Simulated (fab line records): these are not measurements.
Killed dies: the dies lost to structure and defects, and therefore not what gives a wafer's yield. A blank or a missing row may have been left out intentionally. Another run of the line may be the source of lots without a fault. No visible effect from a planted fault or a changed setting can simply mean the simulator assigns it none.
Matching of chambers + flow nandHarc + 4 sister chambers for NHARC_A_STAIRCASE_ALD_420 on aldHk-02
The step deposits SiO2, target thk 20 nm, pulse time 6 s, ald cycles 200. 16 wafers are shown with their chamber, then 8 later ones without.

## WAFERS, EACH WITH ITS CHAMBER
| wafer  | chamber | heaterPowerW (W) | precursorPulseHeightRel |
|--------|---------|------------------|-------------------------|
| L074.1 | 3       | 542              | 1.041                   |
| L074.2 | 0       | 419              | 1.004                   |
| L074.6 | 1       | 408              | 1.029                   |
| L076.3 | 2       | 461              | 1.009                   |
| L076.4 | 0       | 419              | 0.987                   |
| L076.5 | 3       | 543              | 0.983                   |
| L077.1 | 3       | 563              | 1.006                   |
| L077.2 | 2       | 455              | 0.996                   |
| L077.4 | 0       | 422              | 0.971                   |
| L083.1 | 2       | 459              | 0.995                   |
| L083.3 | 0       | 420              | 1.025                   |
| L083.5 | 2       | 468              | 0.967                   |
| L086.2 | 1       | 412              | 1.007                   |
| L086.4 | 2       | 451              | 0.991                   |
| L086.5 | 0       | 422              | 0.980                   |
| L091.4 | 1       | 424              | 0.988                   |

SIGNATURES (averages over the wafers above)
| reading                 | chamber 0 | chamber 1 | chamber 2 | chamber 3 | scatter within a chamber |
|-------------------------|-----------|-----------|-----------|-----------|--------------------------|
| heaterPowerW            | 420.40    | 414.67    | 458.80    | 549.33    | 7.03                     |
| precursorPulseHeightRel | 0.99340   | 1.00800   | 0.99160   | 1.01000   | 0.0211                   |
Rule: distance of a wafer from a chamber = root of the sum over the readings of ((wafer's reading minus chamber's mean) / reading's scatter) squared. If the next closest chamber is less than 2 further off than the closest, the wafer can't be placed; otherwise it belongs to the closest. The scatter is the square root of a quotient: the sum, over the shown wafers, of each reading's squared deviation from its chamber's mean, divided by wafers minus chambers.

## WAFERS WITH NO CHAMBER GIVEN
| wafer  | heaterPowerW (W) | precursorPulseHeightRel |
|--------|------------------|-------------------------|
| L091.5 | 421              | 1.002                   |
| L091.6 | 562              | 1.036                   |
| L094.2 | 436              | 1.009                   |
| L094.3 | 426              | 1.005                   |
| L094.5 | 472              | 1.004                   |
| L095.1 | 472              | 0.966                   |
| L095.4 | 437              | 1.000                   |
| L095.6 | 414              | 1.017                   |

## WHICH CHAMBER EACH WENT THROUGH
| wafer  | from the rows above          | in truth |
|--------|------------------------------|----------|
| L091.5 | can't be placed: 0 or 1      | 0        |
| L091.6 | 3                            | 3        |
| L094.2 | can't be placed: 0 or 1 or 2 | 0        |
| L094.3 | can't be placed: 0 or 1      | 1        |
| L094.5 | 2                            | 2        |
| L095.1 | 2                            | 2        |
| L095.4 | can't be placed: 0 or 2 or 1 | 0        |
| L095.6 | can't be placed: 1 or 0      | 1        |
3 of 8 placed correctly. From these rows, 5 cannot be placed; in 5 the true chamber is one of the candidates. 0 placed wrongly.
